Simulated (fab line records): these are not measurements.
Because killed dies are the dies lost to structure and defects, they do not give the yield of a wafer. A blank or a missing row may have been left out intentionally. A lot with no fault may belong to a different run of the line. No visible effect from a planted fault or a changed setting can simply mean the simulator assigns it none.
What tool caused it?	flow n5 finfet	33 wafers from 11 lots sampled at 2 of the route's 1938 steps

## WHAT EACH GAUGE READ, for each wafer
N5_BEOL_M5_RS_MEAS_57: measurement is done with a four-point probe.
lot	measured	on	M5_RS (ohm/sq)
L469	day 11 07:15	film metro-01	0.365 0.385 0.371
L470	day 11 13:28	film metro-01	0.375 0.384 0.363
L474	day 12 07:43	film metro-02	0.381 0.372 0.368
L472	day 12 08:18	film metro-01	0.411 0.416 0.384
L477	day 13 11:32	film metro-01	0.384 0.395 0.383
L480	day 13 15:58	film metro-02	0.391 0.383 0.391
L485	day 15 01:56	film metro-02	0.372 0.394 0.373
L484	day 15 02:03	film metro-01	0.394 0.382 0.381
L483	day 15 10:08	film metro-01	0.378 0.376 0.372
L488	day 16 09:55	film metro-02	0.376 0.400 0.392
L487	day 16 15:37	film metro-01	0.388 0.384 0.370

## EACH LOT AND THE TOOL THAT RAN IT (in order: tool; ch and the chambers of the sampled wafers; start)
lot	N5_BEOL_M5_SPUTTER_90
L469	pvd sputter-01, day 11 06:11
L470	pvd sputter-03, day 11 12:25
L474	pvd sputter-03, day 12 06:34
L472	pvd sputter-02, day 12 07:01
L477	pvd sputter-02, day 13 10:28
L480	pvd sputter-02, day 13 14:54
L485	pvd sputter-01, day 15 00:46
L484	pvd sputter-03, day 15 00:47
L483	pvd sputter-02, day 15 08:19
L488	pvd sputter-03, day 16 08:46
L487	pvd sputter-03, day 16 14:11
- N5_BEOL_M5_SPUTTER_90: material Cu, target thk 4.5 nm, time 8.29 s.

## THE ANSWER, worked out from the rows above alone
Rule: what is usual is taken from the lots themselves. The widest of any qualifying gaps counts: lots, ordered by their means at a reading, are off when they make up no more than a third of the lots, leave a main group of 4 or more, and stand apart from it by 3 or more times the standard deviation of that group's means. If all means in a main group match to the digits the tables above print for the reading, that group is not used. Also off: a lot with no number at a reading for which 4 or more lots have one. Where the step has rows for the other lots, those lots are counted as sound.
No lot is off at any reading shown: from this, nothing can be told.

## WHAT THE SIMULATOR PUT IN
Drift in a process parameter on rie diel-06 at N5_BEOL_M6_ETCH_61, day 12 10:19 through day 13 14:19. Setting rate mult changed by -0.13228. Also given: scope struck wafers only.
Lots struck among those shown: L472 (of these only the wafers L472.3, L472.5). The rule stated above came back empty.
